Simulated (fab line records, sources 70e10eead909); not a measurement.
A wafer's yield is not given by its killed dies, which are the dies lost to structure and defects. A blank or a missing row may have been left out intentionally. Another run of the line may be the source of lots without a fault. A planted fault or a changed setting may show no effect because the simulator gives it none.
Matching of chambers ; flow nandHarc ; NHARC_A_STAIRCASE_CMP_450 on cmp-04: 4 sister chambers
The step polishes SiO2, target thk 200 nm. 8 wafers are shown with their chamber, then 8 later ones without.

== WAFERS WITH THEIR CHAMBER ==
wafer;chamber;motorCurrentA (A);edgeZonePressureFrac
L079.2;0;10.1;1.004
L077.1;3;11.0;1.008
L078.3;0;9.6;1.007
L080.2;1;12.0;1.004
L080.4;3;10.7;1.004
L084.5;2;11.8;1.004
L084.6;1;11.6;1.009
L088.1;2;11.7;1.001

== WAFERS WITH NO CHAMBER GIVEN ==
wafer;motorCurrentA (A);edgeZonePressureFrac
L088.2;10.9;0.996
L088.4;9.8;0.994
L089.3;10.4;1.001
L089.5;10.4;0.994
L089.6;9.7;1.005
L094.1;11.7;1.001
L094.3;10.7;1.001
L094.6;9.8;1.001

== THE CHAMBER EACH PASSED THROUGH ==
wafer;from the rows above;in truth
L088.2;can't be placed: 3 or 2 or 1 or 0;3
L088.4;can't be placed: 0 or 3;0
L089.3;can't be placed: 3 or 0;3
L089.5;can't be placed: 0 or 3 or 2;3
L089.6;0;0
L094.1;can't be placed: 2 or 1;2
L094.3;can't be placed: 3 or 0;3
L094.6;0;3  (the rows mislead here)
1 of 8 placed correctly. Unplaceable from these rows: 6, with the true chamber sitting among the candidates in 6. Placed wrongly: 1.
How it was worked out, from the rows above alone: a wafer's distance from a chamber is the root of the sum, over the readings, of the square of ((its reading less the chamber's mean) divided by the reading's scatter). If the next closest chamber is less than 2 further off than the closest, the wafer can't be placed; otherwise it belongs to the closest. A chamber's mean is the mean of its shown wafers. The scatter is the square root of a quotient: the sum, over the shown wafers, of each reading's squared deviation from its chamber's mean, divided by wafers minus chambers.
